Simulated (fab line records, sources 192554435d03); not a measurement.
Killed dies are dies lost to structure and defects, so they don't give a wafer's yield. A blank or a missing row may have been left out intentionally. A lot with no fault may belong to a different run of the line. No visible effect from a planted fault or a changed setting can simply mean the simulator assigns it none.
fab line records    flow n5-finfet
record lots=6  wafers=18  last-day=18
route steps=1938 shown DUMMY_REMOVAL@380 HKMG_FIN@385 PASSIVATION@1936
lots with no fault: from the same line, run without faults
start-h: start of the lot's first displayed wafer, in hours after the record's first day    wait-h: hours since the lot's step before    " unchanged from the row above    L1.1+2: several wafers, shown together as one row    - value missing, or start not given    * or withheld: withheld    < > ~ a bound
route shown NAME@n: names a module that has steps shown in the file, with the first one's number in the route    usual: mean/standard deviation of fault-free wafers    same: alike in all rows    chamber/n: place in a boat    sites: each site's reading    _std_site: standard deviation across them    _edge_site: the outer-site mean with the inner-site mean subtracted    radius-mm: for every site, how far away it sits from the centre of the wafer    mask NAME#n: copy n    behind: the most recent tool/chamber to have shaped the wafer    hold: what put the lot on hold/how long, in hours/how the hold closed    device: the transistor (n, p or np) that didn't switch    end of line: at the end of the route, the tests of the same wafers    a step without rows: its recipe alone    killed: the dies lost at the first sort to structure and to defects; this is not the yield of the wafer    map: per-die view of a wafer (x killed, . not killed, _ where there is no die)
set.NAME: the run value of the setting; set.NAME@STEP: its run value at that earlier step    model.NAME: the simulator's own value behind a step, which no gauge read
lots at some steps of the route; a table a step, a row a wafer
services: a tool's chamber out of use, with start hour (start-h, from the record's first day; less than 0 if before it), hours out, and reason
## steps
# step N5_DUMMY_REMOVAL_DUMMY_REMOVE_02
# recipe chemistry=TMAH  temp-c=70  target=poly-Si  stop-on=SiO2  target-depth-nm=142  conc-wt-pct=5  time-s=57  dry=ipa-marangoni  rinse-time-s=30  rinse-temp-c=23
# step N5_DUMMY_REMOVAL_INSPECT_06
# recipe inspect-instrument=brightfield  mode=aei
# usual raw-defect-count=11/5.4
lot.wafer  tool               chamber  start-h  wait-h  raw-defect-count
L933.3     defect-inspect-02  -        94.88    0.0     13
L933.4     "                  -        "        "       7
L933.5     "                  -        "        "       13
L943.1     defect-inspect-01  -        149.05   0.0     11
L943.3     "                  -        "        "       8
L943.4     "                  -        "        "       16
L947.1     defect-inspect-02  -        172.99   0.0     6
L947.4     "                  -        "        "       15
L947.6     "                  -        "        "       9
L948.3     defect-inspect-02  -        179.50   0.0     5
L948.4     "                  -        "        "       6
L948.6     "                  -        "        "       12
L952.1     defect-inspect-02  -        203.88   0.0     15
L952.2     "                  -        "        "       9
L952.3     "                  -        "        "       14
L953.1     defect-inspect-01  -        211.83   0.0     11
L953.4     "                  -        "        "       10
L953.5     "                  -        "        "       12
# step N5_DUMMY_REMOVAL_PRECLEAN_08
# recipe chemistry=NF3:NH3  afs-cycles=2  temp-c=30  time-s=20  sublimation-temp-c=180  sublimation-time-s=60  pressure-torr=3  rf-power-w=30
# step N5_DUMMY_REMOVAL_PRECLEAN_04
# recipe chemistry=DHF  time-s=37  temp-c=25  dilution=500:1
# step N5_DUMMY_REMOVAL_SRD_05
# recipe dry=ipa-marangoni  do-ppb=5  time-s=30  temp-c=23  rinse-liquid=diw
# step N5_HKMG_FIN_IL_REGROW_00
# recipe material=SiO2  target-thk-a=7.5  chemistry=O3  temp-c=withheld  time-s=30
# step N5_HKMG_FIN_HK_ALD_01
# recipe material=HfO2  target-thk-a=16  temp-c=withheld  ald-precursor-family=HfCl4  ald-co-reactant=H2O  pulse-time-s=3  purge-time-s=3  co-reactant-purge-time-s=2.5  co-reactant-pulse-time-s=0.3  ald-cycles=30
# usual precursor-pulse-height-rel=1.002/0.021
# same co-reactant-purge-time-s=2.5  purge-time-s=3
lot.wafer  tool       chamber  start-h  wait-h  precursor-pulse-height-rel
L933.3     ald-hk-03  2        95.24    0.0     0.982
L933.4     "          0        "        "       1.016
L933.5     "          2        "        "       1.049
L943.1     ald-hk-03  1        149.41   0.0     1.018
L943.3     "          0        "        "       0.995
L943.4     "          3        "        "       1.000
L947.1     ald-hk-03  1        173.35   0.0     0.982
L947.4     "          0        "        "       1.036
L947.6     "          3        "        "       1.028
L948.3     ald-hk-03  3        179.86   0.0     1.009
L948.4     "          1        "        "       0.990
L948.6     "          2        "        "       0.967
L952.1     ald-hk-02  0        204.23   0.0     0.988
L952.2     "          1        "        "       0.997
L952.3     "          2        "        "       0.984
L953.1     ald-hk-03  2        212.19   0.0     0.973
L953.4     "          3        "        "       1.039
L953.5     "          3        "        "       0.974
# step N5_HKMG_FIN_HK_ANNEAL_02
# recipe temp-c=700  time-s=30  ambient=N2  idle-temp-c=600  ramp-up-c-per-s=150  ramp-down-c-per-s=60  cool-to-c=600
# usual lamp-power-pct=8.80/0.056  lamp_zone_1_pct=8.798/0.011  wafer_temp_C_max=703.0/0.65
lot.wafer  tool           chamber  start-h  wait-h  lamp-power-pct  lamp_zone_1_pct  wafer_temp_C_max
L933.3     rtp-anneal-01  0        95.50    0.2     8.78            8.805            703.3
L933.4     "              0        "        "       8.79            8.791            702.4
L933.5     "              0        "        "       8.88            8.780            702.3
L943.1     rtp-anneal-02  0        149.66   0.2     8.78            8.802            704.2
L943.3     "              0        "        "       8.81            8.798            703.6
L943.4     "              0        "        "       8.79            8.812            703.7
L947.1     rtp-anneal-02  0        173.54   0.1     8.85            8.796            703.7
L947.4     "              0        "        "       8.83            8.814            703.2
L947.6     "              0        "        "       8.82            8.799            703.6
L948.3     rtp-anneal-01  0        180.23   0.3     8.84            8.798            702.8
L948.4     "              0        "        "       8.78            8.806            702.5
L948.6     "              0        "        "       8.72            8.796            703.3
L952.1     rtp-anneal-01  0        204.60   0.3     8.87            8.783            703.3
L952.2     "              0        "        "       8.83            8.790            702.4
L952.3     "              0        "        "       8.80            8.804            703.4
L953.1     rtp-anneal-02  0        212.38   0.1     8.80            8.812            701.9
L953.4     "              0        "        "       8.65            8.800            703.3
L953.5     "              0        "        "       8.79            8.801            702.4
# step N5_HKMG_FIN_ALD_74
# recipe material=La2O3  target-thk-a=5  temp-c=250  ald-precursor-family=La-Cp  ald-co-reactant=O3  pulse-time-s=6  co-reactant-pulse-time-s=1  purge-time-s=3  co-reactant-purge-time-s=3
# usual heater-power-w=347/23  precursor-pulse-height-rel=1.001/0.019
# same co-reactant-purge-time-s=3  purge-time-s=3
lot.wafer  tool       chamber  start-h  wait-h  heater-power-w  precursor-pulse-height-rel
L933.3     ald-hk-01  0        95.65    0.1     356             1.005
L933.4     "          2        "        "       358             1.008
L933.5     "          3        "        "       377             1.007
L943.1     ald-hk-01  0        149.87   0.2     363             1.020
L943.3     "          3        "        "       364             0.983
L943.4     "          2        "        "       342             1.000
L947.1     ald-hk-01  1        173.75   0.2     328             1.006
L947.4     "          3        "        "       380             1.025
L947.6     "          0        "        "       372             0.982
L948.3     ald-hk-01  1        180.40   0.1     328             1.023
L948.4     "          0        "        "       359             0.997
L948.6     "          2        "        "       344             1.003
L952.1     ald-hk-03  3        204.82   0.2     334             0.992
L952.2     "          1        "        "       369             0.992
L952.3     "          2        "        "       340             1.006
L953.1     ald-hk-01  3        212.59   0.2     374             0.969
L953.4     "          2        "        "       350             0.957
L953.5     "          0        "        "       358             0.995
# step N5_HKMG_FIN_ALD_75
# recipe material=Al2O3  target-thk-a=10  temp-c=150  ald-precursor-family=TMA  ald-co-reactant=H2O  pulse-time-s=withheld  co-reactant-pulse-time-s=1
# usual heater-power-w=149/9.5  precursor-pulse-height-rel=0.997/0.022
lot.wafer  tool       chamber  start-h  wait-h  heater-power-w  precursor-pulse-height-rel
L933.3     ald-hk-01  0        95.73    0.0     154             0.978
L933.4     "          2        "        "       150             1.000
L933.5     "          3        "        "       158             1.013
L943.1     ald-hk-01  0        149.95   0.0     154             0.989
L943.3     "          3        "        "       160             0.998
L943.4     "          2        "        "       147             1.008
L947.1     ald-hk-01  1        173.83   0.0     137             1.018
L947.4     "          3        "        "       163             1.004
L947.6     "          0        "        "       158             1.027
L948.3     ald-hk-01  1        180.48   0.0     139             1.012
L948.4     "          0        "        "       158             1.004
L948.6     "          2        "        "       149             0.996
L952.1     ald-hk-03  3        204.90   0.0     145             1.030
L952.2     "          1        "        "       164             1.003
L952.3     "          2        "        "       150             1.033
L953.1     ald-hk-01  3        212.67   0.0     157             0.982
L953.4     "          2        "        "       151             0.995
L953.5     "          0        "        "       160             0.972
# step N5_HKMG_FIN_COAT_41
# recipe resist=SOC  temp-c=250  time-s=60  spin-rpm=1500  resist-thk-nm=300
# step N5_HKMG_FIN_COAT_42
# recipe resist=SiARC  temp-c=220  time-s=60  spin-rpm=1500  resist-thk-nm=35
# step N5_HKMG_FIN_COAT_43
# recipe resist=CAR-ArF  spin-rpm=1500  resist-thk-nm=90
# usual dispense-pressure-kPa=49/5  spin-speed-rpm=1500.0/1.1
lot.wafer  tool            chamber  start-h  wait-h  dispense-pressure-kPa  spin-speed-rpm  model.CAR-ArF_of_HKMG_FIN_COAT_43.thk-nm
L933.3     litho-track-02  0        95.83    -       46                     1499.4          89.4
L933.4     "               0        "        "       46                     1500.2          89.4
L933.5     "               0        "        "       46                     1500.4          89.6
L943.1     litho-track-04  0        150.06   -       43                     1501.4          90.4
L943.3     "               0        "        "       43                     1499.6          90.4
L943.4     "               0        "        "       43                     1500.9          90.4
L947.1     litho-track-02  0        173.93   -       46                     1563.6          88.4
L947.4     "               0        "        "       46                     1563.9          88.2
L947.6     "               0        "        "       46                     1562.4          88.2
L948.3     litho-track-02  0        180.59   -       46                     1564.7          88
L948.4     "               0        "        "       46                     1566.3          88
L948.6     "               0        "        "       46                     1563.6          88
L952.1     litho-track-03  0        205.00   -       55                     1499.3          90.2
L952.2     "               0        "        "       55                     1499.8          90
L952.3     "               0        "        "       55                     1497.2          90
L953.1     litho-track-03  0        212.77   -       55                     1500.1          90
L953.4     "               0        "        "       55                     1501.9          90
L953.5     "               0        "        "       55                     1500.1          90.2
# step N5_HKMG_FIN_EBR_45
# recipe solvent=PGMEA  ebr-width-mm=1.5
# step N5_HKMG_FIN_SOFTBAKE_44
# recipe temp-c=110  time-s=60  resist=CAR-ArF
# step N5_HKMG_FIN_EXPOSE_46
# recipe mask-id=NDIPOLE  na=1.35  source-shape=conventional  sigma-outer=0.8  polarization=unpolarized  dose-mj=40
# step N5_HKMG_FIN_PEB_47
# recipe peb-temp-c=withheld  peb-time-s=60  resist=CAR-ArF
# step N5_HKMG_FIN_DEVELOP_48
# recipe develop-time-s=30  developer=TMAH  resist=CAR-ArF  rinse-liquid=diw  dry=air-spin  dev-temp-c=23
# step N5_HKMG_FIN_CD_MEAS_49
# recipe target-cd-nm=202  landing-energy-ev=500  detector=se-inlens  polarity=opening
# usual cd-nm=201.2/0.72
lot.wafer  tool       chamber  start-h  wait-h  cd-nm
L933.3     cd-sem-01  0        96.07    -       200.2
L933.4     "          0        "        "       202.4
L933.5     "          0        "        "       200.8
L943.1     cd-sem-01  0        150.42   -       200.9
L943.3     "          0        "        "       200.9
L943.4     "          0        "        "       200.5
L947.1     cd-sem-01  0        174.17   -       200.6
L947.4     "          0        "        "       202.2
L947.6     "          0        "        "       201.3
L948.3     cd-sem-02  0        180.96   -       200.3
L948.4     "          0        "        "       201.8
L948.6     "          0        "        "       201.7
L952.1     cd-sem-01  0        205.36   -       200.8
L952.2     "          0        "        "       200.8
L952.3     "          0        "        "       201.1
L953.1     cd-sem-02  0        213.13   -       201.5
L953.4     "          0        "        "       201.4
L953.5     "          0        "        "       201.2
# step N5_HKMG_FIN_OVL_MEAS_50
# recipe points-per-wafer=44
# usual NDIPOLE_OVL=0.1/0.69
lot.wafer  tool        chamber  start-h  wait-h  NDIPOLE_OVL[nm]
L933.3     overlay-02  0        96.10    0.0     -0.5
L933.4     "           0        "        "       -1.0
L933.5     "           0        "        "       0.0
L943.1     overlay-01  0        150.45   0.0     1.0
L943.3     "           0        "        "       -0.1
L943.4     "           0        "        "       -0.2
L947.1     overlay-02  0        174.20   0.0     -0.1
L947.4     "           0        "        "       0.3
L947.6     "           0        "        "       0.9
L948.3     overlay-01  0        180.99   0.0     0.9
L948.4     "           0        "        "       0.1
L948.6     "           0        "        "       -0.1
L952.1     overlay-01  0        205.39   0.0     -0.7
L952.2     "           0        "        "       -0.5
L952.3     "           0        "        "       -0.2
L953.1     overlay-02  0        213.16   0.0     0.3
L953.4     "           0        "        "       -0.3
L953.5     "           0        "        "       0.5
# step N5_HKMG_FIN_INSPECT_61
# recipe mode=adi  inspect-instrument=macro
# usual raw-defect-count=2.1/1.6
lot.wafer  tool               chamber  start-h  wait-h  raw-defect-count
L933.3     defect-inspect-02  -        96.12    0.0     4
L933.4     "                  -        "        "       1
L933.5     "                  -        "        "       2
L943.1     defect-inspect-01  -        150.47   0.0     1
L943.3     "                  -        "        "       1
L943.4     "                  -        "        "       2
L947.1     defect-inspect-02  -        174.22   0.0     4
L947.4     "                  -        "        "       2
L947.6     "                  -        "        "       2
L948.3     defect-inspect-02  -        181.02   0.0     0
L948.4     "                  -        "        "       4
L948.6     "                  -        "        "       1
L952.1     defect-inspect-02  -        205.42   0.0     3
L952.2     "                  -        "        "       2
L952.3     "                  -        "        "       2
L953.1     defect-inspect-01  -        213.19   0.0     0
L953.4     "                  -        "        "       2
L953.5     "                  -        "        "       3
# step N5_HKMG_FIN_DESCUM_53
# recipe chemistry=O2  time-s=7.9  source-power-w=50  bias-power-w=20  pressure-mtorr=20  rf-frequency-hz=2.712e+07  temp-c=40  resist=CAR-ArF  o2-flow-sccm=225
# usual drypump-motor-current-A=5.9/0.45  oes-product-au=0.78/0.077  rf-vpp-V=243.2/1.4  showerhead-plenum-p-Torr=2.09/0.063  throttle-valve-pct=20.39/0.18
lot.wafer  tool         chamber  start-h  wait-h  drypump-motor-current-A  oes-product-au  rf-hours-counter-h  rf-vpp-V  showerhead-plenum-p-Torr  throttle-valve-pct
L933.3     rie-diel-04  2        96.16    0.0     6.0                      0.87            43                  244.7     2.20                      20.24
L933.4     "            1        "        "       5.9                      0.71            222                 244.2     2.15                      20.44
L933.5     "            2        "        "       6.0                      0.88            -                   245.6     2.20                      20.24
L943.1     rie-diel-04  1        150.81   0.3     5.9                      0.71            242                 243.6     2.14                      20.48
L943.3     "            0        "        "       5.9                      0.91            26                  244.1     2.21                      20.48
L943.4     "            3        "        "       5.8                      0.70            236                 241.1     1.98                      20.21
L947.1     rie-diel-06  0        174.82   0.6     6.4                      0.75            132                 243.9     2.09                      20.15
L947.4     "            0        "        "       6.4                      0.74            -                   244.5     2.09                      20.17
L947.6     "            2        "        "       5.0                      0.72            -                   243.8     2.09                      20.54
L948.3     rie-diel-02  1        181.24   0.2     6.3                      0.84            58                  243.0     2.13                      20.45
L948.4     "            2        "        "       5.8                      0.70            238                 242.6     2.06                      20.42
L948.6     "            0        "        "       5.8                      0.72            -                   241.9     2.02                      20.41
L952.1     rie-diel-02  2        205.45   0.0     5.9                      0.70            247                 242.1     2.05                      20.43
L952.2     "            3        "        "       6.8                      0.68            242                 242.7     2.04                      20.83
L952.3     "            0        "        "       5.8                      0.71            188                 241.2     2.01                      20.43
L953.1     rie-diel-02  3        213.22   0.0     6.8                      0.67            245                 243.5     2.04                      20.85
L953.4     "            1        "        "       6.3                      0.83            -                   243.0     2.12                      20.46
L953.5     "            0        "        "       5.8                      0.71            -                   241.6     2.01                      20.44
# step N5_HKMG_FIN_ETCH_54
# recipe chemistry=CF4  target=SiARC  target-depth-a=455  mask-material=CAR-ArF  time-s=75.8  ion-energy-ev=80  pressure-mtorr=40  source-w=545  bias-w=36  Ar_flow_sccm=100  cf4-flow-sccm=100  ends=cleared
# usual drypump-motor-current-A=5.9/0.45  etch-rf-on-time-s=77.1/2  oes-product-au=0.66/0.064  rf-vpp-V=184.1/1.1  showerhead-plenum-p-Torr=2.14/0.065  throttle-valve-pct=15.58/0.18
lot.wafer  tool         chamber  start-h  wait-h  drypump-motor-current-A  etch-rf-on-time-s  oes-product-au  rf-hours-counter-h  rf-vpp-V  showerhead-plenum-p-Torr  throttle-valve-pct  model.CAR-ArF_of_HKMG_FIN_COAT_43.thk-nm
L933.3     rie-diel-04  2        96.19    0.0     5.9                      74.7               0.75            43                  186.0     2.26                      15.49               50.2
L933.4     "            1        "        "       5.9                      80.1               0.60            222                 187.1     2.19                      15.70               50.2
L933.5     "            2        "        "       6.0                      75.0               0.75            -                   186.6     2.26                      15.47               50.4
L943.1     rie-diel-04  1        150.84   0.0     5.8                      79.3               0.59            242                 184.4     2.18                      15.71               51.4
L943.3     "            0        "        "       5.9                      77.2               0.76            26                  185.8     2.24                      15.53               51.4
L943.4     "            3        "        "       5.8                      72.5               0.60            236                 183.1     2.04                      15.52               51.2
L947.1     rie-diel-06  0        174.86   0.0     6.4                      77.6               0.64            132                 185.5     2.16                      15.49               49.2
L947.4     "            0        "        "       6.4                      77.6               0.64            -                   184.3     2.16                      15.49               49
L947.6     "            2        "        "       4.9                      75.9               0.62            -                   185.2     2.12                      15.62               49.2
L948.3     rie-diel-02  1        181.27   0.0     6.3                      77.3               0.71            58                  184.6     2.18                      15.53               49
L948.4     "            2        "        "       5.8                      76.2               0.59            238                 185.4     2.13                      15.81               49
L948.6     "            0        "        "       5.8                      77.9               0.61            -                   183.2     2.04                      15.46               49
L952.1     rie-diel-02  2        205.49   0.0     5.9                      75.1               0.60            247                 182.9     2.13                      15.85               51.2
L952.2     "            3        "        "       6.8                      79.1               0.56            242                 183.5     2.10                      16.07               50.8
L952.3     "            0        "        "       5.8                      77.3               0.61            188                 184.4     2.03                      15.49               50.8
L953.1     rie-diel-02  3        213.26   0.0     6.8                      79.4               0.56            245                 183.6     2.10                      16.10               51
L953.4     "            1        "        "       6.3                      77.0               0.70            -                   184.5     2.17                      15.57               50.8
L953.5     "            0        "        "       5.8                      77.6               0.61            -                   182.5     2.03                      15.51               51.2
# step N5_HKMG_FIN_ETCH_55
# recipe chemistry=N2/H2  target=SOC  target-depth-a=2400  temp-c=40  time-s=300  ion-energy-ev=200  mask-material=SiARC  pressure-mtorr=30  source-w=840  bias-w=150  n2-flow-sccm=200  h2-flow-sccm=200
# step N5_PASSIVATION_PROBE_49
# usual killed_at_M0_to_M3=32/11  killed_at_M4_up=12/4.4  killed-at-contacts=13/6.1  killed-at-front-end=39/12  killed-at-other=3.9/3  killed-dies=100/17  killed-open=66/12  killed-short=33/7.4
# same gross-dies=1180  killed-at-back-side=0
lot.wafer  tool       chamber  start-h  wait-h  killed_at_M0_to_M3  killed_at_M4_up  killed-at-contacts  killed-at-front-end  killed-at-other  killed-dies  killed-open  killed-short
L933.3     prober-01  -        325.28   0.1     39                  9                13                  70                   3                134          82           51
L933.4     prober-01  -        325.33   0.2     44                  21               11                  36                   3                115          86           27
L933.5     prober-01  -        325.38   0.2     40                  7                23                  38                   8                116          75           39
L943.1     prober-02  -        349.25   0.0     13                  17               4                   23                   0                57           34           19
L943.3     prober-02  -        349.35   0.1     37                  15               16                  22                   1                91           61           28
L943.4     prober-02  -        349.40   0.2     39                  14               9                   25                   5                92           61           30
L947.1     prober-02  -        378.23   0.0     35                  18               8                   40                   4                105          56           46
L947.4     prober-02  -        378.38   0.2     37                  10               9                   45                   1                102          64           38
L947.6     prober-02  -        378.48   0.3     45                  12               4                   50                   3                114          69           44
L948.3     prober-01  -        396.11   0.1     43                  12               15                  30                   8                108          70           38
L948.4     prober-01  -        396.16   0.2     28                  11               13                  53                   1                106          74           30
L948.6     prober-01  -        396.26   0.3     47                  7                6                   43                   8                111          73           38
L953.1     prober-02  -        422.25   0.0     23                  9                10                  51                   6                99           66           32
L953.4     prober-02  -        422.40   0.2     26                  13               10                  46                   7                102          73           28
L953.5     prober-02  -        422.45   0.2     31                  10               7                   46                   5                99           74           24
L952.1     prober-01  -        432.47   0.0     33                  14               18                  34                   4                103          62           40
L952.2     prober-01  -        432.52   0.1     24                  10               18                  72                   6                130          85           45
L952.3     prober-01  -        432.57   0.1     25                  16               7                   29                   1                78           49           27
# killed by level:class
L933.3 FIN_SAQP:geometric-particle:short=19 FIN_SAQP:geometric-particle:open=17 MOL_CONTACT_COAG:geometric-particle:open=9 BEOL_M1:geometric-particle:open=9 GATE_CUT:geometric-particle:short=8 BEOL_M2:geometric-particle:open=7 GATE_CUT:geometric-particle:open=6 BEOL_M0_SAQP:geometric-particle:short=6
L933.4 BEOL_M3:geometric-particle:open=13 FIN_SAQP:geometric-particle:open=11 BEOL_M2:geometric-particle:open=11 MOL_CONTACT_COAG:geometric-particle:open=8 BEOL_M4:geometric-particle:open=7 FIN_SAQP:geometric-particle:short=6 BEOL_M0_SAQP:geometric-particle:open=6 BEOL_M0_SAQP:geometric-particle:short=6
L933.5 MOL_CONTACT_COAG:geometric-particle:open=20 FIN_SAQP:geometric-particle:open=11 BEOL_M0_SAQP:geometric-particle:short=10 BEOL_M0_SAQP:geometric-particle:open=10 BEOL_M2:geometric-particle:open=7 GATE_CUT:geometric-particle:short=7 BEOL_M4:geometric-particle:open=6 BEOL_M1:geometric-particle:open=4
L943.1 BEOL_M4:geometric-particle:open=7 STI_FIN_REVEAL:geometric-particle:open=5 STARTING-WAFER:geometric-particle:open=5 BEOL_M1:geometric-particle:open=4 BEOL_M0_SAQP:geometric-particle:short=4 MOL_CONTACT_COAG:geometric-particle:open=3 BEOL_M4:geometric-particle:short=3 BEOL_M7:geometric-particle:open=3
L943.3 MOL_CONTACT_COAG:geometric-particle:open=14 BEOL_M0_SAQP:geometric-particle:open=10 BEOL_M0_SAQP:geometric-particle:short=9 BEOL_M1:geometric-particle:open=7 BEOL_M4:geometric-particle:open=6 BEOL_M2:geometric-particle:open=5 DUMMY_GATE:geometric-particle:open=4 BEOL_M4:geometric-particle:short=4
L943.4 MOL_CONTACT_COAG:geometric-particle:open=8 BEOL_M0_SAQP:geometric-particle:short=8 BEOL_M0_SAQP:geometric-particle:open=7 BEOL_M4:geometric-particle:open=7 BEOL_M1:geometric-particle:open=6 BEOL_M2:geometric-particle:open=6 DUMMY_GATE:geometric-particle:open=5 FIN_SAQP:geometric-particle:short=4
L947.1 FIN_SAQP:geometric-particle:short=12 FIN_SAQP:geometric-particle:open=8 MOL_CONTACT_COAG:geometric-particle:open=8 BEOL_M0_SAQP:geometric-particle:short=8 BEOL_M0_SAQP:geometric-particle:open=7 STI_FIN_REVEAL:geometric-particle:open=6 BEOL_M5:geometric-particle:open=6 BEOL_M1:geometric-particle:open=4
L947.4 STI_FIN_REVEAL:geometric-particle:open=13 FIN_SAQP:geometric-particle:short=11 MOL_CONTACT_COAG:geometric-particle:open=7 FIN_SAQP:geometric-particle:open=6 BEOL_M2:geometric-particle:open=6 BEOL_M0_SAQP:geometric-particle:open=5 BEOL_M1:geometric-particle:short=5 BEOL_M3:geometric-particle:open=5
L947.6 FIN_SAQP:geometric-particle:open=11 FIN_SAQP:geometric-particle:short=11 BEOL_M0_SAQP:geometric-particle:open=10 BEOL_M0_SAQP:geometric-particle:short=10 BEOL_M1:geometric-particle:open=6 BEOL_M2:geometric-particle:open=6 GATE_CUT:geometric-particle:open=5 BEOL_M3:geometric-particle:open=5
L948.3 MOL_CONTACT_COAG:geometric-particle:open=11 BEOL_M1:geometric-particle:open=9 STI_FIN_REVEAL:geometric-particle:open=7 BEOL_M2:geometric-particle:open=7 BEOL_M0_SAQP:geometric-particle:short=7 BEOL_M3:geometric-particle:open=7 BEOL_M4:geometric-particle:open=6 FIN_SAQP:geometric-particle:open=4
L948.4 STI_FIN_REVEAL:geometric-particle:open=17 FIN_SAQP:geometric-particle:open=11 MOL_CONTACT_COAG:geometric-particle:open=10 BEOL_M0_SAQP:geometric-particle:open=7 BEOL_M3:geometric-particle:open=6 FIN_SAQP:geometric-particle:short=5 BEOL_M0:geometric-particle:open=5 STARTING-WAFER:geometric-particle:short=5
L948.6 BEOL_M0_SAQP:geometric-particle:short=13 BEOL_M0_SAQP:geometric-particle:open=12 FIN_SAQP:geometric-particle:open=11 STI_FIN_REVEAL:geometric-particle:open=10 BEOL_M2:geometric-particle:open=8 FIN_SAQP:geometric-particle:short=6 MIM_TOP_ETCH:geometric-particle:open=6 GATE_CUT:geometric-particle:short=5
L953.1 GATE_CUT:geometric-particle:open=12 FIN_SAQP:geometric-particle:short=9 GATE_CUT:geometric-particle:short=8 FIN_SAQP:geometric-particle:open=6 DUMMY_GATE:geometric-particle:open=6 MOL_CONTACT_COAG:geometric-particle:open=6 BEOL_M2:geometric-particle:open=6 BEOL_M1:geometric-particle:open=5
L953.4 MOL_CONTACT_COAG:geometric-particle:open=10 DUMMY_GATE:geometric-particle:open=9 BEOL_M1:geometric-particle:open=9 STI_FIN_REVEAL:geometric-particle:open=8 GATE_CUT:geometric-particle:open=6 GATE_CUT:geometric-particle:short=6 BEOL_M2:geometric-particle:open=5 BEOL_M6:geometric-particle:open=5
L953.5 FIN_SAQP:geometric-particle:open=10 MOL_CONTACT_COAG:geometric-particle:open=7 BEOL_M3:geometric-particle:open=7 BEOL_M1:geometric-particle:open=7 DUMMY_GATE:geometric-particle:open=6 GATE_CUT:geometric-particle:open=6 BEOL_M0_SAQP:geometric-particle:short=6 GATE_CUT:geometric-particle:short=5
L952.1 MOL_CONTACT_COAG:geometric-particle:open=14 FIN_SAQP:geometric-particle:open=9 BEOL_M0_SAQP:geometric-particle:short=9 BEOL_M3:geometric-particle:open=6 BEOL_M0_SAQP:geometric-particle:open=5 BEOL_M4:geometric-particle:open=5 FIN_SAQP:geometric-particle:short=4 GATE_CUT:geometric-particle:short=4
L952.2 FIN_SAQP:geometric-particle:short=20 MOL_CONTACT_COAG:geometric-particle:open=16 FIN_SAQP:geometric-particle:open=15 STI_FIN_REVEAL:geometric-particle:open=7 DUMMY_GATE:geometric-particle:open=7 BEOL_M3:geometric-particle:open=6 DUMMY_GATE:geometric-particle:short=5 ILD0:geometric-particle:open=5
L952.3 BEOL_M0_SAQP:geometric-particle:short=7 STI_FIN_REVEAL:geometric-particle:open=5 MOL_CONTACT_COAG:geometric-particle:open=5 BEOL_M4:geometric-particle:open=5 BEOL_M2:geometric-particle:open=5 FIN_SAQP:geometric-particle:open=4 BEOL_M0_SAQP:geometric-particle:open=4 BEOL_M3:geometric-particle:open=4
## services
tool            chamber  start-h  hours  kind
litho-track-02  -        84.81    -      consumable-replace:filter
ald-hk-01       -        86.06    1.2    repair
rie-diel-02     2        98.16    2.6    repair
rie-diel-02     3        114.24   1.8    repair
rie-diel-04     -        137.64   1.0    repair
rie-diel-02     -        158.13   14.6   pm
ald-hk-02       -        164.56   1.5    repair
rie-diel-04     1        166.78   -      clean
rie-diel-04     1        166.78   -      consumable-replace:focus-ring
rie-diel-04     1        166.78   21.4   scheduled-down
rie-diel-04     1        166.78   21.4   vent-cycle
rie-diel-04     3        188.31   -      clean
rie-diel-04     3        188.31   -      consumable-replace:focus-ring
rie-diel-04     3        188.31   -      consumable-replace:showerhead
rie-diel-04     3        188.31   15.4   scheduled-down
rie-diel-04     3        188.31   15.4   vent-cycle
rie-diel-06     2        189.17   6.4    repair
rie-diel-06     -        195.09   0.2    repair
rie-diel-02     2        211.37   -      clean
rie-diel-02     2        211.37   -      consumable-replace:focus-ring
rie-diel-02     2        211.37   23.8   scheduled-down
rie-diel-02     2        211.37   23.8   vent-cycle
## key
first-sign step=N5_HKMG_FIN_COAT_43  reading=spin-speed-rpm  direction=up  sigmas=56  usual=*  struck=*
effect none on later readings
model-effect step=N5_HKMG_FIN_COAT_43  value=CAR-ArF_of_HKMG_FIN_COAT_43.thk-nm  without=90.07  struck=88.13
model-effect step=N5_HKMG_FIN_ETCH_54  value=CAR-ArF_of_HKMG_FIN_COAT_43.thk-nm  without=50.93  struck=49.07
met-at N5_HKMG_FIN_COAT_43
struck-wafers L947.1,L947.4,L947.6,L948.3,L948.4,L948.6
tester-left-out L947,L948
onset-between 95.83 173.93
fault kind=process-parameter-drift  tool=litho-track-02  chamber=-  onset-h=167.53  steps=N5_HKMG_FIN_COAT_43  channel=spin-rpm  offset=*  shape=step  end-h=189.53  acts-in=*  stated=*
# tester-left-out: of these lots the tester's yield and bins aren't shown, on N5 and GAA mostly nor the transistor test; their killed dies are dies lost to structure and defects alone, not to doping, threshold or leakage, so they don't give the yield
